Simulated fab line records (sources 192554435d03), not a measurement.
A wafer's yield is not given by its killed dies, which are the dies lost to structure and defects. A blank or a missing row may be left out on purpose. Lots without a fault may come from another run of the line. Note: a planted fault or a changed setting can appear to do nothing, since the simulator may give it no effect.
Chamber matching :: flow n5Finfet :: 3 sister chambers for N5_BEOL_M6_CURE_74 on uvCure-03
The step cures SiCOH lowk, time 240 s. 3 wafers are shown with their chamber, then 12 later ones without.

## EACH WAFER AND ITS CHAMBER
wafer: L080.6
chamber: 0
wafer_temp_C_max: 386.8

wafer: L084.5
chamber: 2
wafer_temp_C_max: 386.7

wafer: L086.6
chamber: 1
wafer_temp_C_max: 386.8

## WAFERS MISSING THEIR CHAMBER
wafer: L087.1
wafer_temp_C_max: 386.8

wafer: L087.5
wafer_temp_C_max: 386.6

wafer: L087.6
wafer_temp_C_max: 386.3

wafer: L092.1
wafer_temp_C_max: 386.8

wafer: L092.2
wafer_temp_C_max: 387.2

wafer: L092.3
wafer_temp_C_max: 387.3

wafer: L093.1
wafer_temp_C_max: 387.0

wafer: L093.3
wafer_temp_C_max: 387.6

wafer: L093.6
wafer_temp_C_max: 387.2

wafer: L093.2
wafer_temp_C_max: 387.3

wafer: L093.4
wafer_temp_C_max: 387.1

wafer: L093.5
wafer_temp_C_max: 387.0

## EACH ONE'S CHAMBER
wafer: L087.1
from the rows above: can't be placed: 0 or 1 or 2
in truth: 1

wafer: L087.5
from the rows above: can't be placed: 2 or 0 or 1
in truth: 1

wafer: L087.6
from the rows above: can't be placed: 2 or 0 or 1
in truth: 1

wafer: L092.1
from the rows above: can't be placed: 0 or 1 or 2
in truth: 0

wafer: L092.2
from the rows above: can't be placed: 0 or 1 or 2
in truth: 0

wafer: L092.3
from the rows above: can't be placed: 0 or 1 or 2
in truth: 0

wafer: L093.1
from the rows above: can't be placed: 0 or 1 or 2
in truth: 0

wafer: L093.3
from the rows above: can't be placed: 0 or 1 or 2
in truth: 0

wafer: L093.6
from the rows above: can't be placed: 0 or 1 or 2
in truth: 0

wafer: L093.2
from the rows above: can't be placed: 0 or 1 or 2
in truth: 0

wafer: L093.4
from the rows above: can't be placed: 0 or 1 or 2
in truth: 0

wafer: L093.5
from the rows above: can't be placed: 0 or 1 or 2
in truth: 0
Correct placement for 0 of the 12. Can't be placed from these rows: 12 (the true chamber is among the candidates in 12). Wrongly placed: 0.
How it was worked out, from the rows above alone: a wafer's distance from a chamber is the root of the sum, over the readings, of the square of ((its reading less the chamber's mean) divided by the reading's scatter). If the next closest chamber is less than 2 further off than the closest, the wafer can't be placed; otherwise it belongs to the closest. Each chamber's mean is taken over the wafers shown for it. The scatter (one wafer shown for each chamber): square how far every hidden wafer sits from the nearest shown wafer, average those squares and take the square root.
